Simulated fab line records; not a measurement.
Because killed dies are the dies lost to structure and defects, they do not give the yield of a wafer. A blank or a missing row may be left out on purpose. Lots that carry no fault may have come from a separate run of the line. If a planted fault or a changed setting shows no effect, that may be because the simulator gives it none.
fab line records | flow n5_finfet | part 1 of 2: steps 1 to 17 of 25
[record] lots = 5 wafers = 15 last_day = 18
route steps=1938 shown FIN_SAQP@110
lots that met no fault: from a run of the same line without faults
start_h: hours from the record's first day to the start of the lot's first wafer shown | wait_h: hours from the lot's prior step to this one | " same as the row above | L1.1+2: one row covering several wafers at once | - no value, or no start was given | * or withheld: withheld | < > ~ a bound
route shown NAME@n: a module of which the file shows steps, and the number in the route of the first | usual: average and standard deviation across the fault-free wafers | same: alike in all rows | chamber/n: place in a boat | sites: per-site readings | _std_site: the values' standard deviation | _edge_site: inner sites' mean taken away from outer sites' mean | radius_mm: for every site, how far away it sits from the centre of the wafer | mask NAME#n: copy n | behind: the most recent tool/chamber to have shaped the wafer | hold: why the lot was held/for how many hours/how that ended | device: names the non-switching transistor (n, p or np) | end of line: the same wafers' tests at the end of the route | step lacking rows: just its recipe | killed: at the first sort, the dies lost to defects and structure; wafer yield is something else | map: a wafer's dies, marking killed ones x, the rest . and places with no die _
set.NAME: the run value of the setting; set.NAME@STEP: its run value at that earlier step | model.NAME: the simulator's own value behind a step, which no gauge read
certain route steps with their lots: each step a table, each wafer a row
services: a tool's chamber out of use, with start hour (start_h, from the record's first day; less than 0 if before it), hours out, and reason
[[steps]]
[step N5_FIN_SAQP_DEVELOP_15]
[recipe] develop_time_s = 30 developer = TMAH resist = CAR-ArF dev_temp_c = 23 rinse_liquid = diw dry = air_spin
[usual] developer_temp_C = 22.99/0.1
// columns lot.wafer tool chamber start_h wait_h developer_temp_C
L074.1 litho_track-05 0 - - 22.89
L074.2 " 0 " " 23.02
L074.5 " 0 " " 22.99
L079.2 litho_track-02 0 - - 23.00
L079.3 " 0 " " 22.92
L079.5 " 0 " " 22.94
L080.1 litho_track-02 0 - - 23.07
L080.2 " 0 " " 23.02
L080.3 " 0 " " 23.02
L084.2 litho_track-03 0 - - 22.93
L084.3 " 0 " " 23.02
L084.5 " 0 " " 23.16
L097.1 litho_track-03 0 - - 23.06
L097.4 " 0 " " 23.04
L097.6 " 0 " " 23.01
[step N5_FIN_SAQP_CD_MEAS_16]
[recipe] target_cd_nm = 35.6 landing_energy_ev = 500 detector = se_inlens
[usual] cd_nm = 35.3/0.34
// columns lot.wafer tool chamber start_h wait_h cd_nm
L074.1 cd_sem-02 0 21.68 - 35.8
L074.2 " 0 " " 35.7
L074.5 " 0 " " 35.5
L079.2 cd_sem-03 0 51.83 - 34.8
L079.3 " 0 " " 34.9
L079.5 " 0 " " 35.6
L080.1 cd_sem-01 0 57.64 - 35.2
L080.2 " 0 " " 35.3
L080.3 " 0 " " 35.4
L084.2 cd_sem-02 0 84.26 - 35.3
L084.3 " 0 " " 35.4
L084.5 " 0 " " 35.4
L097.1 cd_sem-03 0 160.14 - 35.2
L097.4 " 0 " " 35.0
L097.6 " 0 " " 35.0
[step N5_FIN_SAQP_OVL_MEAS_17]
[recipe] points_per_wafer = 44
[usual] FIN_CORE_OVL = 0.2/0.91
// columns lot.wafer tool chamber start_h wait_h FIN_CORE_OVL[nm]
L074.1 overlay-02 0 21.72 0.0 -0.6
L074.2 " 0 " " -0.2
L074.5 " 0 " " 0.1
L079.2 overlay-01 0 51.87 0.0 0.2
L079.3 " 0 " " 0.8
L079.5 " 0 " " 0.8
L080.1 overlay-01 0 57.68 0.0 0.0
L080.2 " 0 " " 0.4
L080.3 " 0 " " -0.5
L084.2 overlay-02 0 84.30 0.0 0.5
L084.3 " 0 " " -0.4
L084.5 " 0 " " -0.2
L097.1 overlay-01 0 160.18 0.0 1.0
L097.4 " 0 " " 1.5
L097.6 " 0 " " -0.2
[step N5_FIN_SAQP_INSPECT_18]
[recipe] mode = adi inspect_instrument = brightfield
[usual] raw_defect_count = 417/120
// columns lot.wafer tool chamber start_h wait_h raw_defect_count
L074.1 defect_inspect-02 - 21.74 0.0 238
L074.2 " - " " 386
L074.5 " - " " 264
L079.2 defect_inspect-02 - 51.89 0.0 369
L079.3 " - " " 409
L079.5 " - " " 336
L080.1 defect_inspect-01 - 57.70 0.0 286
L080.2 " - " " 339
L080.3 " - " " 314
L084.2 defect_inspect-01 - 84.32 0.0 569
L084.3 " - " " 524
L084.5 " - " " 490
L097.1 defect_inspect-02 - 160.21 0.0 408
L097.4 " - " " 582
L097.6 " - " " 301
[step N5_FIN_SAQP_DESCUM_21]
[recipe] chemistry = O2 time_s = 7.9 source_power_w = 50 bias_power_w = 20 pressure_mtorr = 20 rf_frequency_hz = 2.712e+07 temp_c = 40 resist = CAR-ArF o2_flow_sccm = 225
[usual] drypump_motor_current_A = 5.8/0.47 oes_product_au = 0.76/0.065 rf_vpp_V = 243.3/1.3 showerhead_plenum_p_Torr = 2.10/0.074 throttle_valve_pct = 20.57/0.28
[same] time_s = 7.9
// columns lot.wafer tool chamber start_h wait_h drypump_motor_current_A oes_product_au rf_hours_counter_h rf_vpp_V showerhead_plenum_p_Torr throttle_valve_pct
L074.1 rie_diel-05 3 21.77 0.0 5.6 0.73 177 245.0 2.17 20.26
L074.2 " 1 " " 4.7 0.73 153 244.4 2.19 20.90
L074.5 " 0 " " 6.4 0.80 - 243.2 2.03 20.40
L079.2 rie_diel-01 2 51.93 0.0 5.7 0.80 128 243.8 2.22 20.99
L079.3 " 0 " " 6.3 0.70 192 241.6 2.00 20.82
L079.5 " 1 " " 6.5 0.71 - 243.3 2.18 20.24
L080.1 rie_diel-02 2 57.74 0.0 5.7 0.85 57 243.9 2.13 20.42
L080.2 " 0 " " 5.3 0.78 149 243.1 2.10 20.77
L080.3 " 1 " " 5.8 0.78 97 242.4 2.01 20.28
L084.2 rie_diel-01 1 84.36 0.0 6.5 0.70 224 244.3 2.18 20.26
L084.3 " 3 " " 5.8 0.77 139 242.1 2.09 20.41
L084.5 " 2 " " 5.7 0.78 - 245.0 2.21 21.03
L097.1 rie_diel-01 0 160.24 0.0 6.3 0.67 233 239.8 1.98 20.87
L097.4 " 2 " " 5.7 0.76 168 243.8 2.20 21.06
L097.6 " 3 " " 5.8 0.75 - 244.2 2.08 20.43
[step N5_FIN_SAQP_ETCH_51]
[recipe] chemistry = CF4 target = SiARC target_depth_a = 455 mask_material = CAR-ArF time_s = 75.8 ion_energy_ev = 80 pressure_mtorr = 40 source_w = 545 bias_w = 36 Ar_flow_sccm = 100 cf4_flow_sccm = 100 ends = cleared
[usual] drypump_motor_current_A = 5.8/0.48 etch_rf_on_time_s = 76.0/2.2 oes_product_au = 0.65/0.053 rf_vpp_V = 184.1/1.2 showerhead_plenum_p_Torr = 2.14/0.063 throttle_valve_pct = 15.71/0.21
// columns lot.wafer tool chamber start_h wait_h drypump_motor_current_A etch_rf_on_time_s oes_product_au rf_hours_counter_h rf_vpp_V showerhead_plenum_p_Torr throttle_valve_pct
L074.1 rie_diel-05 3 21.81 0.0 5.6 78.1 0.61 177 185.2 2.23 15.60
L074.2 " 1 " " 4.8 77.2 0.62 153 185.0 2.22 15.90
L074.5 " 0 " " 6.4 78.4 0.68 - 183.5 2.10 15.72
L079.2 rie_diel-01 2 51.96 0.0 5.7 74.8 0.69 128 185.1 2.23 15.87
L079.3 " 0 " " 6.2 75.0 0.62 192 183.1 2.05 15.98
L079.5 " 1 " " 6.6 73.0 0.62 - 184.1 2.20 15.38
L080.1 rie_diel-02 2 57.77 0.0 5.8 79.6 0.72 57 184.8 2.19 15.64
L080.2 " 0 " " 5.3 73.5 0.66 149 183.5 2.15 15.89
L080.3 " 1 " " 5.9 79.8 0.65 97 182.6 2.06 15.41
L084.2 rie_diel-01 1 84.39 0.0 6.6 73.6 0.61 224 185.8 2.19 15.40
L084.3 " 3 " " 5.8 75.2 0.67 139 184.7 2.13 15.54
L084.5 " 2 " " 5.7 75.3 0.67 - 185.5 2.22 15.89
L097.1 rie_diel-01 0 160.28 0.0 6.3 75.8 0.59 233 182.2 2.04 16.06
L097.4 " 2 " " 5.7 76.5 0.65 168 185.5 2.21 15.94
L097.6 " 3 " " 5.8 75.9 0.65 - 182.7 2.12 15.57
[step N5_FIN_SAQP_ETCH_52]
[recipe] chemistry = N2/H2 target = SOC target_depth_a = 1000 overetch_a = 200 mask_material = SiARC temp_c = 40 time_s = 150 ion_energy_ev = 200 pressure_mtorr = 30 source_w = 840 bias_w = 150 n2_flow_sccm = 200 h2_flow_sccm = 200 ends = end_point
[usual] drypump_motor_current_A = 5.8/0.48 oes_product_au = 0.68/0.055 rf_vpp_V = 524.0/2.4 showerhead_plenum_p_Torr = 2.55/0.08 throttle_valve_pct = 17.96/0.24
// columns lot.wafer tool chamber start_h wait_h drypump_motor_current_A oes_product_au rf_hours_counter_h rf_vpp_V showerhead_plenum_p_Torr throttle_valve_pct
L074.1 rie_diel-05 3 21.86 0.0 5.6 0.66 177 527.9 2.64 17.69
L074.2 " 1 " " 4.7 0.66 153 527.2 2.64 18.22
L074.5 " 0 " " 6.4 0.72 - 521.5 2.47 17.86
L079.2 rie_diel-01 2 52.02 0.0 5.7 0.71 128 527.4 2.66 18.18
L079.3 " 0 " " 6.2 0.64 192 520.1 2.43 18.17
L079.5 " 1 " " 6.5 0.63 - 525.7 2.65 17.72
L080.1 rie_diel-02 2 57.83 0.0 5.8 0.76 57 525.2 2.60 17.85
L080.2 " 0 " " 5.3 0.67 149 523.6 2.56 18.29
L080.3 " 1 " " 5.9 0.70 97 522.4 2.49 18.01
L084.2 rie_diel-01 1 84.45 0.0 6.5 0.63 224 526.4 2.65 17.76
L084.3 " 3 " " 5.7 0.70 139 523.9 2.55 17.85
L084.5 " 2 " " 5.7 0.70 - 527.4 2.66 18.18
L097.1 rie_diel-01 0 160.33 0.0 6.3 0.62 233 519.7 2.41 18.24
L097.4 " 2 " " 5.7 0.68 168 526.7 2.65 18.23
L097.6 " 3 " " 5.8 0.68 - 524.4 2.54 17.90
[step N5_FIN_SAQP_STRIP_53]
[recipe] chemistry = N2/H2 temp_c = 40 n2_flow_sccm = 200 h2_flow_sccm = 200 rf_frequency_hz = 6e+07
// columns lot.wafer tool chamber start_h wait_h
L074.1+2+5 rie_diel-05 3,1,0 21.96 0.0
L079.2+3+5 rie_diel-01 2,0,1 52.12 0.0
L080.1+2+3 rie_diel-02 2,0,1 57.93 0.0
L084.2+3+5 rie_diel-01 1,3,2 84.54 0.0
L097.1+4+6 rie_diel-01 0,2,3 160.43 0.0
[step N5_FIN_SAQP_HM_OPEN_73]
[recipe] chemistry = CHF3/O2 target = SiO2 stop_on = a-Si target_depth_a = 120 over_etch_frac = 1.8 mask_material = SOC time_s = 16.8 pressure_mtorr = 30 source_w = 650 bias_w = 170 Ar_flow_sccm = 200 CHF3_flow_sccm = 50 O2_flow_sccm = 5 ion_energy_ev = 200 ends = end_point
[usual] CHF3_flow_sccm = 49.99/0.13 drypump_motor_current_A = 5.8/0.48 oes_product_au = 0.46/0.037 rf_vpp_V = 526/18 showerhead_plenum_p_Torr = 2.42/0.073 throttle_valve_pct = 18.93/0.25
// columns lot.wafer tool chamber start_h wait_h CHF3_flow_sccm drypump_motor_current_A oes_product_au rf_hours_counter_h rf_vpp_V showerhead_plenum_p_Torr throttle_valve_pct
L074.1 rie_diel-05 3 21.97 0.0 50.00 5.6 0.44 177 533 2.50 18.72
L074.2 " 1 " " 49.98 4.7 0.44 153 532 2.52 19.23
L074.5 " 0 " " 50.08 6.4 0.48 - 508 2.35 18.84
L079.2 rie_diel-01 2 52.13 0.0 50.26 5.7 0.48 128 543 2.51 19.12
L079.3 " 0 " " 50.14 6.2 0.43 192 492 2.32 19.29
L079.5 " 1 " " 50.14 6.5 0.43 - 547 2.48 18.59
L080.1 rie_diel-02 2 57.94 0.0 50.17 5.7 0.51 57 542 2.46 18.84
L080.2 " 0 " " 49.95 5.3 0.45 149 494 2.41 19.06
L080.3 " 1 " " 50.05 5.9 0.47 97 539 2.31 18.63
L084.2 rie_diel-01 1 84.55 0.0 49.87 6.5 0.43 224 546 2.48 18.60
L084.3 " 3 " " 49.86 5.8 0.47 139 522 2.41 18.81
L084.5 " 2 " " 50.07 5.7 0.47 - 541 2.50 19.15
L097.1 rie_diel-01 0 160.44 0.0 50.04 6.3 0.41 233 491 2.31 19.36
L097.4 " 2 " " 50.13 5.7 0.46 168 540 2.49 19.19
L097.6 " 3 " " 49.95 5.8 0.47 - 522 2.40 18.83
[step N5_FIN_SAQP_STRIP_74]
[recipe] chemistry = CHF3/O2 resist = SiARC rf_frequency_hz = 6e+07
// columns lot.wafer tool chamber start_h wait_h
L074.1+2+5 rie_diel-05 3,1,0 22.03 0.0
L079.2+3+5 rie_diel-01 2,0,1 52.18 0.0
L080.1+2+3 rie_diel-02 2,0,1 57.99 0.0
L084.2+3+5 rie_diel-01 1,3,2 84.61 0.0
L097.1+4+6 rie_diel-01 0,2,3 160.49 0.0
[step N5_FIN_SAQP_MANDREL_ETCH_22]
[recipe] target_depth_a = 600 chemistry = HBr/Cl2 target = a-Si stop_on = SiNx bt_time_s = 10 over_etch_frac = 0.5 time_s = 30 pressure_mtorr = 10 icp_w = 800 bias_w = 75 HBr_flow_sccm = 150 Cl2_flow_sccm = 80 ends = end_point
[usual] drypump_motor_current_A = 5.5/0.51 oes_product_au = 0.766/0.012 throttle_valve_pct = 35.42/0.29
// columns lot.wafer tool chamber start_h wait_h drypump_motor_current_A oes_product_au rf_hours_counter_h throttle_valve_pct
L074.1 rie_si-01 0 22.06 0.0 5.9 0.762 81 35.13
L074.2 " 3 " " 5.9 0.751 108 35.96
L074.5 " 0 " " 5.9 0.771 - 35.12
L079.2 rie_si-05 3 52.21 0.0 5.5 0.765 77 34.96
L079.3 " 0 " " 4.9 0.769 7 35.81
L079.5 " 1 " " 5.4 0.754 - 35.76
L080.1 rie_si-01 0 58.02 0.0 6.0 0.770 81 35.12
L080.2 " 3 " " 5.9 0.745 109 35.97
L080.3 " 2 " " 5.0 0.749 48 35.29
L084.2 rie_si-06 2 84.64 0.0 5.0 0.764 0 35.45
L084.3 " 3 " " 5.0 0.752 6 35.33
L084.5 " 0 " " 6.6 0.771 - 35.33
L097.1 rie_si-06 1 160.52 0.0 6.0 0.766 128 35.14
L097.4 " 3 " " 5.0 0.742 8 35.34
L097.6 " 3 " " 5.0 0.752 - 35.34
[step N5_FIN_SAQP_STRIP_55]
[recipe] chemistry = N2/H2 power_w = 500 temp_c = 40 pressure_mtorr = 50 rf_frequency_hz = 6e+07 overash_fraction = 0.3 bias_power_w = 28 h2_frac = 0.5 n2_flow_sccm = 300 h2_flow_sccm = 300
[usual] drypump_motor_current_A = 5.9/0.47 oes_product_au = 0.75/0.052 power_w = 499.9/1.4 rf_vpp_V = 121.8/1.4 showerhead_plenum_p_Torr = 3.39/0.11 throttle_valve_pct = 19.0/0.36
[same] overash_fraction = 0.3
// columns lot.wafer tool chamber start_h wait_h drypump_motor_current_A oes_product_au power_w rf_hours_counter_h rf_vpp_V showerhead_plenum_p_Torr throttle_valve_pct
L074.1 rie_diel-05 3 22.15 0.1 5.6 0.72 500.6 178 122.6 3.48 18.7
L074.2 " 2 " " 5.9 0.75 501.5 151 121.4 3.33 18.1
L074.5 " 1 " " 4.8 0.74 502.8 - 120.9 3.49 19.5
L079.2 rie_diel-01 1 52.35 0.1 6.6 0.70 498.4 211 120.8 3.50 18.8
L079.3 " 3 " " 5.8 0.80 501.1 129 121.0 3.37 18.9
L079.5 " 2 " " 5.7 0.80 496.3 - 122.1 3.51 19.2
L080.1 rie_diel-01 3 58.13 0.1 5.8 0.79 502.1 131 123.1 3.37 18.9
L080.2 " 2 " " 5.7 0.79 497.4 129 124.3 3.51 19.2
L080.3 " 0 " " 6.3 0.70 500.1 194 121.5 3.21 19.1
L084.2 rie_diel-05 2 84.74 0.1 5.9 0.73 498.6 172 121.0 3.32 18.2
L084.3 " 3 " " 5.6 0.71 501.0 199 122.2 3.47 18.8
L084.5 " 3 " " 5.6 0.71 501.0 - 121.2 3.47 18.7
L097.1 rie_diel-01 0 160.62 0.1 6.3 0.67 499.0 233 119.1 3.19 19.2
L097.4 " 2 " " 5.7 0.76 500.3 168 123.2 3.49 19.3
L097.6 " 2 " " 5.7 0.77 499.4 - 122.0 3.49 19.3
[step N5_FIN_SAQP_STRIP_23]
[recipe] chemistry = SPM time_s = 750 temp_c = 130 h2so4_h2o2_vol_ratio = 4
[same] time_s = 750
// columns lot.wafer tool chamber start_h wait_h
L074.1+2+5 wet_bench-03 4,0,2 22.22 -
L079.2+3+5 wet_bench-04 5,0,4 52.42 -
L080.1+2+3 wet_bench-03 6,2,5 58.20 -
L084.2+3+5 wet_bench-04 1,4,2 84.80 -
L097.1+4+6 wet_bench-04 3,6,4 160.69 -
[step N5_FIN_SAQP_SRD_66]
[recipe] dry = ipa_marangoni time_s = 30 temp_c = 23 rinse_liquid = diw
[same] time_s = 30
// columns lot.wafer tool chamber start_h wait_h
L074.1+2+5 wet_bench-03 4,0,2 22.43 0.0
L079.2+3+5 wet_bench-04 5,0,4 52.63 0.0
L080.1+2+3 wet_bench-03 6,2,5 58.41 0.0
L084.2+3+5 wet_bench-04 1,4,2 85.01 0.0
L097.1+4+6 wet_bench-04 3,6,4 160.90 0.0
[step N5_FIN_SAQP_RECESS_75]
[recipe] chemistry = HF/NH3 target = SiO2 target_depth_a = 144 afs_cycles = 3 temp_c = 30 sublimation_temp_c = 180 sublimation_time_s = 60
[usual] drypump_motor_current_A = 5.4/0.56
// columns lot.wafer tool chamber start_h wait_h drypump_motor_current_A
L074.1 vapor_etch-01 0 22.48 0.0 4.7
L074.2 " 1 " " 6.0
L074.5 " 1 " " 6.0
L079.2 vapor_etch-01 0 52.67 0.0 4.7
L079.3 " 1 " " 6.0
L079.5 " 0 " " 4.7
L080.1 vapor_etch-01 1 58.45 0.0 5.9
L080.2 " 0 " " 4.7
L080.3 " 0 " " 4.7
L084.2 vapor_etch-01 0 85.17 0.1 4.7
L084.3 " 1 " " 5.9
L084.5 " 1 " " 6.0
L097.1 vapor_etch-01 0 160.95 0.0 4.7
L097.4 " 1 " " 6.0
L097.6 " 0 " " 4.7
[step N5_FIN_SAQP_SPACER1_ALD_24]
[recipe] material = SiO2 target_thk_a = 203 temp_c = 300 ald_precursor_family = BDEAS ald_co_reactant = O2-plasma pulse_time_s = 1 purge_time_s = 2 co_reactant_purge_time_s = 2 ald_cycles = 218 pressure_torr = 2
[usual] heater_power_w = 482/62 precursor_pulse_height_rel = 0.999/0.02 susceptor_temp_C = 299.98/0.21
[same] ald_cycles = 218
// columns lot.wafer tool chamber start_h wait_h heater_power_w precursor_pulse_height_rel susceptor_temp_C
L074.1 ald_sin-03 2 22.92 0.3 481 1.004 300.09
L074.2 " 1 " " 365 1.051 299.69
L074.5 " 1 " " 371 0.997 299.66
L079.2 ald_sin-01 3 53.06 0.3 445 0.993 299.84
L079.3 " 2 " " 461 1.005 300.21
L079.5 " 1 " " 473 0.996 299.75
L080.1 ald_sin-04 1 58.84 0.3 491 1.014 299.95
L080.2 " 0 " " 413 0.994 299.90
L080.3 " 3 " " 435 1.008 300.10
L084.2 ald_sin-01 3 85.72 0.4 440 1.008 300.09
L084.3 " 0 " " 538 1.007 299.82
L084.5 " 2 " " 476 0.988 300.11
L097.1 ald_sin-04 3 161.64 0.6 435 0.971 299.99
L097.4 " 1 " " 503 0.991 300.03
L097.6 " 2 " " 515 1.012 300.20
[step N5_FIN_SAQP_SPACER1_ETCHBACK_25]
[recipe] chemistry = CHF3/O2 mode = anisotropic_etchback target = SiO2 target_depth_a = 244 time_s = 12.2 pressure_mtorr = 30 source_w = 650 bias_w = 170 Ar_flow_sccm = 200 CHF3_flow_sccm = 50 O2_flow_sccm = 5 ion_energy_ev = 200
[usual] CHF3_flow_sccm = 49.96/0.16 drypump_motor_current_A = 5.8/0.47 oes_product_au = 0.76/0.061 rf_vpp_V = 524/19 showerhead_plenum_p_Torr = 2.41/0.071 throttle_valve_pct = 19.01/0.24
[same] time_s = 12.2
// columns lot.wafer tool chamber start_h wait_h CHF3_flow_sccm drypump_motor_current_A oes_product_au rf_hours_counter_h rf_vpp_V showerhead_plenum_p_Torr throttle_valve_pct
L074.1 rie_diel-01 2 23.64 0.4 50.14 5.7 0.81 120 542 2.51 19.18
L074.2 " 3 " " 49.90 5.8 0.81 121 522 2.42 18.84
L074.5 " 3 " " 49.89 5.8 0.80 - 522 2.42 18.85
L079.2 rie_diel-01 1 53.77 0.4 49.80 6.6 0.72 212 547 2.49 18.66
L079.3 " 0 " " 50.02 6.3 0.71 193 492 2.32 19.37
L079.5 " 3 " " 49.65 5.7 0.80 - 523 2.41 18.85
L080.1 rie_diel-01 1 59.55 0.4 49.97 6.5 0.72 213 547 2.48 18.66
L080.2 " 3 " " 50.00 5.7 0.79 131 522 2.41 18.89
L080.3 " 0 " " 49.90 6.3 0.70 195 489 2.32 19.37
L084.2 rie_diel-01 1 86.44 0.4 49.96 6.5 0.71 224 547 2.48 18.68
L084.3 " 3 " " 49.90 5.8 0.78 140 521 2.41 18.87
L084.5 " 0 " " 49.65 6.3 0.70 - 491 2.32 19.39
L097.1 rie_diel-01 1 162.36 0.4 50.10 6.5 0.70 245 546 2.47 18.71
L097.4 " 2 " " 50.04 5.7 0.76 169 541 2.49 19.26
L097.6 " 1 " " 50.04 6.5 0.70 - 546 2.47 18.71
